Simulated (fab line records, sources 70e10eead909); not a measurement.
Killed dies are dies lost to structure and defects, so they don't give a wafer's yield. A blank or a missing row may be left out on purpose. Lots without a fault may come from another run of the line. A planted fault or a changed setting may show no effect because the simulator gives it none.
Which tool did it? | flow nand_harc | 24 lots, 72 wafers sampled, at 4 steps of a route of 1302

WHAT THE GAUGES READ, wafer by wafer
NHARC_A_WL_FILL_INSPECT_15. Usual: raw_defect_count 489, standard deviation 110.
lot  | measured     | on                | raw_defect_count | flag
L074 | day 21 09:24 | defect_inspect-02 | 365 399 412      |
L075 | day 21 21:34 | defect_inspect-01 | 388 402 341      |
L076 | day 21 21:26 | defect_inspect-02 | 427 706 599      |
L077 | day 22 09:49 | defect_inspect-02 | 678 463 471      |
L079 | day 22 16:47 | defect_inspect-02 | 551 568 766      |
L078 | day 22 16:49 | defect_inspect-01 | 612 332 556      |
L080 | day 23 09:25 | defect_inspect-01 | 756 683 553      |
L082 | day 24 09:09 | defect_inspect-02 | 625 511 621      |
L083 | day 24 18:17 | defect_inspect-01 | 425 403 431      |
L081 | day 25 03:08 | defect_inspect-02 | 578 451 464      |
L084 | day 25 15:25 | defect_inspect-02 | 348 518 445      |
L085 | day 25 15:26 | defect_inspect-01 | 449 339 460      |
L086 | day 26 09:58 | defect_inspect-02 | 587 521 628      |
L087 | day 26 14:34 | defect_inspect-02 | 501 478 551      |
L088 | day 27 04:26 | defect_inspect-01 | 484 532 382      |
L090 | day 28 00:26 | defect_inspect-01 | 319 466 297      |
L089 | day 28 03:31 | defect_inspect-01 | 428 502 465      |
L092 | day 28 20:25 | defect_inspect-01 | 566 529 476      |
L091 | day 28 20:28 | defect_inspect-02 | 544 392 421      |
L093 | day 29 02:46 | defect_inspect-02 | 488 427 568      |
L094 | day 29 02:41 | defect_inspect-02 | 470 506 425      |
L095 | day 30 01:01 | defect_inspect-01 | 386 389 527      |
L096 | day 30 16:43 | defect_inspect-01 | 608 442 456      |
L097 | day 31 07:02 | defect_inspect-02 | 399 419 402      |

WHICH TOOL RAN EACH LOT (tool, then ch and the chambers of the sampled wafers, then the start)
lot  | NHARC_A_WL_FILL_ETCHBACK_04       | NHARC_A_WL_FILL_CVD_20                   | NHARC_A_WL_FILL_CMP_12
L074 | rie_metal-01 ch 0,1, day 20 16:31 | cvd_w-01 ch 0,1, day 21 08:56 or earlier | cmp-01 ch 0,1, day 21 08:56
L075 | rie_metal-02 ch 1, day 21 04:34   | cvd_w-02 ch 0,1, day 21 21:08 or earlier | cmp-04 ch 0,1,3, day 21 21:08
L076 | rie_metal-01 ch 0,1, day 21 04:43 | cvd_w-02 ch 0,1, day 21 21:01 or earlier | cmp-03 ch 0,2,3, day 21 21:01
L077 | rie_metal-02 ch 0,1, day 21 16:40 | cvd_w-02 ch 0,1, day 22 09:25 or earlier | cmp-01 ch 0,1,2, day 22 09:25
L079 | rie_metal-01 ch 0,1, day 21 20:34 | cvd_w-01 ch 0,1, day 22 16:21 or earlier | cmp-03 ch 0,1,3, day 22 16:21
L078 | rie_metal-03 ch 0,1, day 22 00:25 | cvd_w-02 ch 0,1, day 22 16:20 or earlier | cmp-01 ch 0,3, day 22 16:20
L080 | rie_metal-02 ch 0,1, day 22 16:38 | cvd_w-02 ch 0,1, day 23 08:58 or earlier | cmp-01 ch 1,3, day 23 08:58
L082 | rie_metal-01 ch 1, day 23 16:37   | cvd_w-01 ch 0,1, day 24 08:41 or earlier | cmp-01 ch 0,1,3, day 24 08:41
L083 | rie_metal-03 ch 1, day 24 00:37   | cvd_w-01 ch 0,1, day 24 17:49 or earlier | cmp-04 ch 0,2,3, day 24 17:49
L081 | rie_metal-03 ch 0,1, day 24 06:14 | cvd_w-01 ch 0,1, day 25 02:40 or earlier | cmp-04 ch 0,1,2, day 25 02:40
L084 | rie_metal-03 ch 0,1, day 24 19:22 | cvd_w-02 ch 0,1, day 25 14:59 or earlier | cmp-04 ch 0,2, day 25 14:59
L085 | rie_metal-02 ch 0,1, day 24 19:33 | cvd_w-01 ch 0,1, day 25 14:58 or earlier | cmp-01 ch 0,1,2, day 25 14:58
L086 | rie_metal-02 ch 0,1, day 25 16:55 | cvd_w-02 ch 0,1, day 26 09:30 or earlier | cmp-03 ch 0,1,2, day 26 09:30
L087 | rie_metal-03 ch 0,1, day 25 22:12 | cvd_w-01 ch 0,1, day 26 14:06 or earlier | cmp-03 ch 0,1, day 26 14:06
L088 | rie_metal-03 ch 0,1, day 26 11:32 | cvd_w-01 ch 0,1, day 27 03:58 or earlier | cmp-01 ch 1,2, day 27 03:58
L090 | rie_metal-03 ch 0,1, day 27 06:34 | cvd_w-01 ch 0,1, day 27 23:59 or earlier | cmp-03 ch 1,2,3, day 27 23:59
L089 | rie_metal-03 ch 0,1, day 27 10:36 | cvd_w-01 ch 0,1, day 28 03:03 or earlier | cmp-01 ch 0,1,2, day 28 03:03
L092 | rie_metal-02 ch 0,1, day 28 03:49 | cvd_w-02 ch 0,1, day 28 19:57 or earlier | cmp-01 ch 0,1,3, day 28 19:57
L091 | rie_metal-03 ch 0,1, day 28 03:50 | cvd_w-01 ch 0,1, day 28 19:59 or earlier | cmp-04 ch 0,2,3, day 28 19:59
L093 | rie_metal-01 ch 0,1, day 28 07:32 | cvd_w-02 ch 0,1, day 29 02:16 or earlier | cmp-01 ch 0,1,2, day 29 02:16
L094 | rie_metal-02 ch 0,1, day 28 11:22 | cvd_w-01 ch 0,1, day 29 02:13 or earlier | cmp-03 ch 2,3, day 29 02:13
L095 | rie_metal-01 ch 0,1, day 29 08:01 | cvd_w-01 ch 1, day 30 00:36 or earlier   | cmp-01 ch 0,1,2, day 30 00:36
L096 | rie_metal-02 ch 0,1, day 30 00:12 | cvd_w-02 ch 0,1, day 30 16:16 or earlier | cmp-04 ch 0,1,2, day 30 16:16
L097 | rie_metal-02 ch 0,1, day 30 13:31 | cvd_w-02 ch 0,1, day 31 06:34 or earlier | cmp-01 ch 0,1, day 31 06:34
- NHARC_A_WL_FILL_ETCHBACK_04: etches the open film in NF3, target depth 60 nm, time 120 s.
- NHARC_A_WL_FILL_CVD_20: deposits W, target thk 100 nm, time 74 s.
- NHARC_A_WL_FILL_CMP_12: polishes, t overpolish 30 s, target thk 100 nm.

WHAT THE TOOLS THEMSELVES READ (means of the sampled wafers that have a number; where no wafer has one, the mark that the record gives instead)
NHARC_A_WL_FILL_ETCHBACK_04. Usual: drypump_motor_current_A 5.6 A, standard deviation 0.39; oes_product_au 1.002 a.u., standard deviation 0.0076.
lot  | tool         | drypump_motor_current_A (A) | oes_product_au (a.u.) | flag
L074 | rie_metal-01 | 5.7                         | 1.008                 |
L075 | rie_metal-02 | 5.1                         | 0.995                 |
L076 | rie_metal-01 | 5.7                         | 0.997                 |
L077 | rie_metal-02 | 5.4                         | 0.996                 |
L079 | rie_metal-01 | 5.7                         | 1.008                 |
L078 | rie_metal-03 | 5.9                         | 1.002                 |
L080 | rie_metal-02 | 5.2                         | 0.994                 |
L082 | rie_metal-01 | 5.4                         | 1.011                 |
L083 | rie_metal-03 | 5.4                         | 1.005                 |
L081 | rie_metal-03 | 5.6                         | 1.001                 |
L084 | rie_metal-03 | 5.8                         | 0.999                 |
L085 | rie_metal-02 | 5.4                         | 0.994                 |
L086 | rie_metal-02 | 5.4                         | 1.002                 |
L087 | rie_metal-03 | 5.9                         | 1.002                 |
L088 | rie_metal-03 | 5.8                         | 1.003                 |
L090 | rie_metal-03 | 5.8                         | 0.999                 |
L089 | rie_metal-03 | 5.8                         | 1.005                 |
L092 | rie_metal-02 | 5.2                         | 0.997                 |
L091 | rie_metal-03 | 5.8                         | 0.999                 |
L093 | rie_metal-01 | 5.7                         | 1.004                 |
L094 | rie_metal-02 | 5.4                         | 1.003                 |
L095 | rie_metal-01 | 5.9                         | 1.005                 |
L096 | rie_metal-02 | 5.4                         | 1.009                 |
L097 | rie_metal-02 | 5.4                         | 1.003                 |

NHARC_A_WL_FILL_CVD_20. Usual: heater_power_w 863 W, standard deviation 51; mfc_h2_sccm 1600 sccm, standard deviation 4.4; throttle_valve_pct 8.0 %, standard deviation 0.35.
lot  | tool     | heater_power_w (W) | mfc_h2_sccm (sccm) | throttle_valve_pct (%) | flag
L074 | cvd_w-01 | 811                | 1605               | 8.2                    |
L075 | cvd_w-02 | 850                | 1598               | 7.8                    |
L076 | cvd_w-02 | 853                | 1599               | 7.8                    |
L077 | cvd_w-02 | 868                | 1598               | 8.0                    |
L079 | cvd_w-01 | 813                | 1597               | 8.2                    |
L078 | cvd_w-02 | 836                | 1601               | 7.9                    |
L080 | cvd_w-02 | 859                | 1598               | 7.8                    |
L082 | cvd_w-01 | 886                | 1596               | 7.8                    |
L083 | cvd_w-01 | 833                | 1598               | 8.3                    |
L081 | cvd_w-01 | 884                | 1599               | 7.9                    |
L084 | cvd_w-02 | 862                | 1605               | 7.9                    |
L085 | cvd_w-01 | 874                | 1598               | 7.9                    |
L086 | cvd_w-02 | 864                | 1599               | 7.9                    |
L087 | cvd_w-01 | 894                | 1603               | 8.0                    |
L088 | cvd_w-01 | 846                | 1602               | 8.3                    |
L090 | cvd_w-01 | 881                | 1596               | 8.0                    |
L089 | cvd_w-01 | 900                | 1596               | 8.0                    |
L092 | cvd_w-02 | 875                | 1600               | 8.0                    |
L091 | cvd_w-01 | 885                | 1603               | 8.0                    |
L093 | cvd_w-02 | 880                | 1599               | 7.9                    |
L094 | cvd_w-01 | 896                | 1604               | 8.1                    |
L095 | cvd_w-01 | 928                | 1600               | 7.8                    |
L096 | cvd_w-02 | 881                | 1602               | 7.8                    |
L097 | cvd_w-02 | 869                | 1595               | 7.8                    |

NHARC_A_WL_FILL_CMP_12. Usual: motor_current_A 11.8 A, standard deviation 0.98; overpolish_run_s 29.999 s, standard deviation 0.0081; time_to_endpoint_s 19.4 s, standard deviation 2.5.
lot  | tool   | motor_current_A (A) | overpolish_run_s (s) | time_to_endpoint_s (s) | flag
L074 | cmp-01 | 12.5                | 30.002               | 17.3                   |
L075 | cmp-04 | 12.5                | 29.994               | 24.2                   |
L076 | cmp-03 | 11.2                | 29.991               | 20.1                   |
L077 | cmp-01 | 11.9                | 29.995               | 20.5                   |
L079 | cmp-03 | 11.2                | 29.996               | 21.0                   |
L078 | cmp-01 | 12.1                | 30.004               | 19.8                   |
L080 | cmp-01 | 12.1                | 29.996               | 21.0                   |
L082 | cmp-01 | 11.9                | 29.998               | 16.8                   |
L083 | cmp-04 | 12.6                | 30.003               | 19.2                   |
L081 | cmp-04 | 13.0                | 30.006               | 19.8                   |
L084 | cmp-04 | 12.5                | 29.996               | 21.6                   |
L085 | cmp-01 | 11.7                | 29.993               | 18.1                   |
L086 | cmp-03 | 11.5                | 29.996               | 17.8                   |
L087 | cmp-03 | 10.9                | 30.000               | 18.4                   |
L088 | cmp-01 | 11.0                | 29.987               | 17.7                   |
L090 | cmp-03 | 11.7                | 30.004               | 21.4                   |
L089 | cmp-01 | 11.5                | 30.002               | 17.4                   |
L092 | cmp-01 | 12.1                | 30.003               | 19.3                   |
L091 | cmp-04 | 13.0                | 29.998               | 24.0                   |
L093 | cmp-01 | 11.4                | 29.994               | 15.8                   |
L094 | cmp-03 | 11.5                | 30.002               | 20.0                   |
L095 | cmp-01 | 11.7                | 30.006               | 17.8                   |
L096 | cmp-04 | 13.2                | 29.999               | 22.1                   |
L097 | cmp-01 | 12.2                | 30.000               | 18.0                   |

THE ANSWER, worked out from the rows above alone
Rule: a lot is off if the mean of its wafers that have a number lies more than 3 standard deviations from the usual mean. A lot without any number at a reading at which 4 lots or more have one is off too. The other lots that the step has rows for count as sound. The gauges are gone through in route order, then the tools' own readings, and for those a lot's mean is taken as printed above. The first step at which some lot is off is used, and at that step the reading that is off furthest; a lot without a number counts as furthest.
No lot is off at any reading shown: from this, nothing can be told.

WHAT THE SIMULATOR HAD PUT IN
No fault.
